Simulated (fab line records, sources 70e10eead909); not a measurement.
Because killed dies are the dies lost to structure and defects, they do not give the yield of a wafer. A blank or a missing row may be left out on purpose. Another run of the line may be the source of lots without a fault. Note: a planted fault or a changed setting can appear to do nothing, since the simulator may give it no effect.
fab line records	flow nand-harc	part 2 of 2: steps 5 to 6 of 6
record lots=19	wafers=57	last-day=33
route steps=1302 shown A_STAIRCASE@674
lots that met no fault: from a run of the same line without faults
start-h: hours from the record's first day to the start of the lot's first wafer shown	wait-h: how many hours have passed since the lot's step before this one	" as in the row above	L1.1+2: a single row standing in for several wafers	- no value, or no start was given	* or withheld: withheld	< > ~ a bound
route shown NAME@n: names a module that has steps shown in the file, with the first one's number in the route	usual: mean/standard deviation taken from wafers without a fault	same: alike in all rows	chamber/n: place in a boat	sites: each site's reading	_std_site: standard deviation of those values	_edge_site: outer sites' mean less inner sites'	radius-mm: how far each site lies from the wafer's centre	mask NAME#n: copy n	behind: the tool/chamber that last shaped the wafer	hold: cause of the lot's hold/its duration in hours/its outcome	device: the transistor (n, p or np) that didn't switch	end of line: the route-end tests of the same wafers	for a step that has no rows: nothing shown but its recipe	killed: count of dies lost to structure and defects at first sort (not the wafer's yield)	map: dies across one wafer; x = killed, . = not, _ = none there
set.NAME: the setting as run; set.NAME@STEP: as run at that earlier step	model.NAME: the simulator's own value behind a step, which no gauge read
a sample of lots followed through the steps of the route, with each step as a table and each wafer as a row
services: a tool's chamber out of use, with start hour (start-h, from the record's first day; less than 0 if before it), hours out, and reason
## steps
# step NHARC_A_STAIRCASE_TRIM_226
# recipe time-s=211.2	o2-flow-sccm=500	ar-flow-sccm=0	bias-w=0	chemistry=O2
# usual chamber-pressure-mTorr=60.00/0.055	drypump-motor-current-A=5.7/0.39	oes-product-au=1.006/0.011	rf-vpp-V=58.1/0.93	showerhead-plenum-p-Torr=3.59/0.16	throttle-valve-pct=17.036/0.0097
# same time-s=211.2
lot.wafer	tool	chamber	start-h	wait-h	chamber-pressure-mTorr	drypump-motor-current-A	oes-product-au	rf-hours-counter-h	rf-vpp-V	showerhead-plenum-p-Torr	throttle-valve-pct
L074.3	rie-diel-10	3	-	-	59.85	5.9	0.999	35	56.3	3.65	17.033
L074.4	"	3	"	"	60.02	6.0	0.995	-	56.5	3.65	17.044
L074.5	"	1	"	"	60.00	5.8	1.014	-	57.4	3.55	17.039
L075.3	rie-diel-01	1	-	-	59.98	6.1	1.025	54	58.0	3.48	17.051
L075.4	"	2	"	"	60.01	5.9	0.993	57	58.6	3.78	17.040
L075.6	"	0	"	"	59.91	4.8	1.008	-	57.9	3.54	17.045
L076.2	rie-diel-10	2	-	-	60.03	5.4	1.008	37	58.2	3.29	17.039
L076.1	"	3	"	"	59.97	5.9	0.998	43	57.5	3.64	17.024
L076.5	"	1	"	"	60.09	5.7	1.021	-	57.6	3.55	17.051
L078.1	rie-diel-10	2	-	-	60.07	5.5	0.997	44	57.9	3.28	17.040
L078.3	"	3	"	"	60.02	6.0	1.001	49	57.7	3.64	17.048
L078.6	"	1	"	"	60.01	5.7	1.026	-	60.0	3.54	17.034
L077.3	rie-diel-10	0	-	-	60.04	5.5	1.006	50	59.6	3.78	17.040
L077.2	"	2	"	"	59.94	5.4	1.004	44	58.2	3.28	17.040
L077.4	"	3	"	"	59.96	6.0	0.991	50	59.1	3.64	17.046
L079.1	rie-diel-10	2	-	-	60.02	5.4	1.012	51	58.5	3.28	17.025
L079.3	"	0	"	"	60.05	5.4	1.010	55	58.4	3.78	17.026
L079.4	"	0	"	"	60.05	5.5	1.011	-	59.8	3.78	17.013
L080.1	rie-diel-02	0	-	-	60.02	6.1	0.998	7	58.6	3.43	17.048
L080.4	"	1	"	"	60.02	6.3	1.021	7	58.4	3.54	17.054
L080.2	"	3	"	"	59.94	5.5	0.998	10	58.9	3.77	17.042
L081.2	rie-diel-02	2	-	-	59.97	6.1	1.007	13	56.7	3.33	17.023
L081.3	"	3	"	"	60.08	5.5	1.003	13	58.5	3.77	17.045
L081.6	"	0	"	"	60.11	6.1	1.014	-	58.0	3.43	17.038
L083.4	rie-diel-02	3	-	-	60.05	5.5	1.000	17	57.2	3.77	17.048
L083.3	"	0	"	"	60.03	6.1	1.024	13	59.1	3.43	17.055
L083.6	"	2	"	"	60.01	6.1	1.004	-	56.8	3.33	17.043
L082.2	rie-diel-01	2	-	-	59.98	5.9	0.993	22	58.3	3.76	17.041
L082.3	"	0	"	"	60.07	4.7	1.018	21	57.9	3.52	17.039
L082.5	"	1	"	"	59.99	6.1	1.007	-	58.3	3.46	17.037
L085.2	rie-diel-01	2	-	-	59.99	5.9	0.992	30	58.8	3.76	17.037
L085.5	"	1	"	"	59.99	6.1	1.001	-	56.4	3.46	17.030
L085.6	"	2	"	"	60.09	5.9	0.990	-	58.8	3.76	17.035
L086.1	rie-diel-10	3	-	-	60.03	6.0	0.988	16	58.8	3.63	17.057
L086.2	"	0	"	"	59.85	5.5	0.994	18	58.1	3.77	17.027
L086.6	"	0	"	"	60.04	5.5	0.988	-	57.9	3.77	17.041
L089.4	rie-diel-01	1	-	-	60.07	6.1	0.997	38	57.6	3.46	17.053
L089.5	"	3	"	"	59.96	5.7	1.006	-	58.3	3.73	17.044
L089.6	"	0	"	"	60.06	4.7	1.022	-	56.2	3.51	17.034
L088.3	rie-diel-10	3	-	-	59.97	5.9	1.005	24	57.0	3.62	17.032
L088.2	"	0	"	"	59.99	5.5	1.004	25	58.8	3.76	17.037
L088.6	"	3	"	"	59.96	6.0	0.997	-	57.6	3.62	17.031
L091.1	rie-diel-01	2	-	-	59.97	5.9	0.987	51	57.4	3.74	17.045
L091.5	"	2	"	"	60.02	5.9	1.000	-	58.1	3.75	17.037
L091.6	"	3	"	"	60.06	5.6	1.017	-	58.9	3.72	17.029
L090.3	rie-diel-02	3	-	-	60.06	5.6	0.980	40	57.5	3.75	17.046
L090.1	"	2	"	"	60.02	6.1	1.013	41	58.4	3.32	17.025
L090.5	"	3	"	"	59.99	5.5	0.986	-	59.3	3.75	17.036
L092.2	rie-diel-01	3	-	-	60.00	5.7	0.998	60	57.3	3.72	17.029
L092.5	"	1	"	"	60.00	6.1	1.006	-	57.9	3.45	17.045
L092.6	"	2	"	"	59.89	5.9	1.003	-	58.1	3.74	17.037
L096.2	rie-diel-02	3	-	-	59.99	5.5	1.000	1	58.2	3.75	17.040
L096.4	"	1	"	"	60.06	6.2	1.008	1	58.2	3.51	17.040
L096.6	"	0	"	"	60.00	6.1	1.003	-	57.8	3.41	17.039
L097.3	rie-diel-10	2	-	-	60.04	5.4	1.021	46	59.0	3.78	17.030
L097.4	"	0	"	"	60.09	5.4	1.015	51	60.6	3.75	17.010
L097.5	"	3	"	"	60.02	6.0	0.993	-	56.6	3.61	17.052
# step NHARC_A_STAIRCASE_ETCH_273
# recipe target-depth-a=1.02e+05	time-s=2468.6	ion-energy-ev=800	c4f8-flow-sccm=80	o2-flow-sccm=60	ar-flow-sccm=withheld	rf-w=600	bias-w=3000	chemistry=C4F8/O2/Ar
# usual chamber-pressure-mTorr=25.006/0.024	oes-product-au=0.941/0.014	rf-vpp-V=1831/11
# same time-s=2468.6
lot.wafer	tool	chamber	start-h	wait-h	chamber-pressure-mTorr	oes-product-au	rf-hours-counter-h	rf-vpp-V
L074.3	rie-diel-02	3	-	-	25.006	0.941	47	1845
L074.4	"	1	"	"	25.037	0.942	48	1828
L074.5	"	3	"	"	25.000	0.939	-	1845
L075.4	rie-diel-02	1	-	-	24.991	0.937	49	1828
L075.3	"	3	"	"	25.033	0.942	49	1846
L075.6	"	0	"	"	25.017	0.919	-	1821
L076.2	rie-diel-01	3	-	-	25.015	0.957	3	1844
L076.1	"	2	"	"	25.000	0.948	3	1843
L076.5	"	0	"	"	24.973	0.950	-	1828
L078.3	rie-diel-10	2	-	-	25.016	0.935	45	1808
L078.1	"	1	"	"	25.006	0.954	60	1828
L078.6	"	3	"	"	25.038	0.929	-	1834
L077.3	rie-diel-01	1	-	-	24.965	0.926	6	1821
L077.2	"	2	"	"	24.998	0.928	6	1844
L077.4	"	3	"	"	25.012	0.937	7	1844
L079.1	rie-diel-01	3	-	-	25.007	0.955	11	1843
L079.4	"	0	"	"	24.991	0.954	12	1827
L079.3	"	1	"	"	25.048	0.945	11	1823
L080.1	rie-diel-01	2	-	-	25.017	0.942	13	1844
L080.2	"	3	"	"	24.990	0.954	13	1842
L080.4	"	3	"	"	25.004	0.938	-	1843
L081.3	rie-diel-02	0	-	-	25.026	0.953	12	1819
L081.2	"	2	"	"	24.993	0.951	15	1812
L081.6	"	0	"	"	25.002	0.953	-	1819
L083.3	rie-diel-02	3	-	-	25.030	0.932	20	1844
L083.4	"	0	"	"	24.967	0.951	16	1819
L083.6	"	2	"	"	25.002	0.938	-	1811
L082.3	rie-diel-01	0	-	-	25.002	0.942	23	1827
L082.2	"	3	"	"	25.014	0.957	24	1841
L082.5	"	0	"	"	25.046	0.940	-	1828
L085.2	rie-diel-01	2	-	-	25.010	0.936	33	1843
L085.5	"	2	"	"	25.003	0.942	-	1843
L085.6	"	3	"	"	25.000	0.955	-	1841
L086.2	rie-diel-02	2	-	-	24.985	0.935	31	1813
L086.1	"	3	"	"	24.989	0.918	31	1843
L086.6	"	1	"	"	25.034	0.959	-	1826
L089.4	rie-diel-01	2	-	-	25.025	0.935	45	1842
L089.5	"	2	"	"	25.041	0.941	-	1844
L089.6	"	3	"	"	24.996	0.942	-	1841
L088.3	rie-diel-01	2	-	-	25.023	0.934	46	1843
L088.2	"	0	"	"	24.957	0.957	40	1826
L088.6	"	3	"	"	25.012	0.930	-	1841
L091.1	rie-diel-10	3	-	-	25.017	0.930	34	1833
L091.5	"	2	"	"	24.998	0.944	-	1845
L091.6	"	3	"	"	24.972	0.925	-	1833
L090.3	rie-diel-01	0	-	-	25.019	0.946	47	1826
L090.1	"	1	"	"	24.990	0.939	48	1823
L090.5	"	3	"	"	25.004	0.933	-	1842
L092.2	rie-diel-02	1	-	-	25.007	0.953	50	1826
L092.6	"	2	"	"	24.982	0.931	-	1810
L092.5	"	3	"	"	25.050	0.917	-	1843
L096.2	rie-diel-02	1	-	-	24.962	0.939	6	1826
L096.4	"	2	"	"	25.039	0.965	6	1810
L096.6	"	0	"	"	24.966	0.929	-	1820
L097.4	rie-diel-01	1	-	-	25.026	0.941	12	1820
L097.3	"	2	"	"	25.043	0.923	14	1841
L097.5	"	0	"	"	24.986	0.926	-	1825
## services
tool	chamber	start-h	hours	kind
rie-diel-01	0	337.72	-	clean
rie-diel-01	1	337.72	-	clean
rie-diel-01	2	337.72	-	clean
rie-diel-01	3	337.72	-	clean
rie-diel-01	1	349.19	1.7	repair
rie-diel-10	-	351.67	2.7	repair
rie-diel-10	0	355.78	-	clean
rie-diel-10	1	355.78	-	clean
rie-diel-10	2	355.78	-	clean
rie-diel-10	3	355.78	-	clean
rie-diel-10	0	368.82	15.9	repair
rie-diel-01	-	380.96	9.0	pm
rie-diel-02	-	393.71	9.0	pm
rie-diel-10	0	405.13	4.4	repair
rie-diel-10	-	422.96	9.0	pm
rie-diel-01	0	429.08	2.5	repair
rie-diel-10	1	463.91	12.3	repair
rie-diel-10	0	498.78	5.2	repair
rie-diel-02	0	511.33	1.3	repair
rie-diel-10	0	539.17	2.1	repair
rie-diel-02	1	551.20	4.7	repair
rie-diel-01	-	557.96	9.0	pm
rie-diel-02	-	570.74	9.0	pm
rie-diel-10	0	593.91	3.1	repair
